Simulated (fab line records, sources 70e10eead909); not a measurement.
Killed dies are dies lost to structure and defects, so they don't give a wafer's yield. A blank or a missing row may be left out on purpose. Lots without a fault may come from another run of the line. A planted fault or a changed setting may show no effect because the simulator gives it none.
Chamber matching | flow nand_harc | NHARC_A_CHANNEL_FILL_D1_ALD_25 on ald_hk-04: 4 sister chambers
The step deposits SiOx, target thk 60 nm, pulse time 10 s, ald cycles 600. 8 wafers are shown with their chamber, then 9 later ones without.

WAFERS WITH THEIR CHAMBER
wafer  | chamber | heater_power_w (W) | precursor_pulse_height_rel
L082.4 | 1       | 465                | 1.020
L082.5 | 3       | 448                | 1.008
L085.3 | 2       | 490                | 1.000
L085.5 | 0       | 494                | 1.022
L085.6 | 1       | 467                | 1.007
L086.1 | 2       | 468                | 0.985
L086.2 | 3       | 455                | 0.978
L086.3 | 0       | 504                | 0.991

WAFERS WITHOUT THEIR CHAMBER
wafer  | heater_power_w (W) | precursor_pulse_height_rel
L086.4 | 463                | 1.006
L086.5 | 477                | 0.988
L086.6 | 441                | 0.978
L090.1 | 450                | 0.998
L090.2 | 470                | 0.997
L090.6 | 454                | 1.015
L095.1 | 473                | 0.968
L095.3 | 476                | 0.991
L095.6 | 500                | 0.991

WHICH CHAMBER EACH WENT THROUGH
wafer  | from the rows above          | in truth
L086.4 | can't be placed: 1 or 3 or 2 | 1
L086.5 | can't be placed: 2 or 1      | 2
L086.6 | 3                            | 3
L090.1 | can't be placed: 3 or 1      | 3
L090.2 | can't be placed: 2 or 1 or 3 | 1
L090.6 | can't be placed: 3 or 1 or 2 | 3
L095.1 | can't be placed: 2 or 1 or 3 | 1
L095.3 | can't be placed: 2 or 1      | 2
L095.6 | can't be placed: 0 or 2      | 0
Placed correctly: 1 of 9. Can't be placed from these rows: 8 (the true chamber is among the candidates in 8). Placed wrongly: 0.
How it was worked out, from the rows above alone: a wafer's distance from a chamber is the root of the sum, over the readings, of the square of ((its reading less the chamber's mean) divided by the reading's scatter). The wafer belongs to the nearest chamber; if the next one is less than 2 further off, it can't be placed. A chamber's mean is the mean of its shown wafers. The scatter: the root of (the sum of the squares of (reading less its chamber's mean) over the shown wafers, divided by (wafers less chambers)).
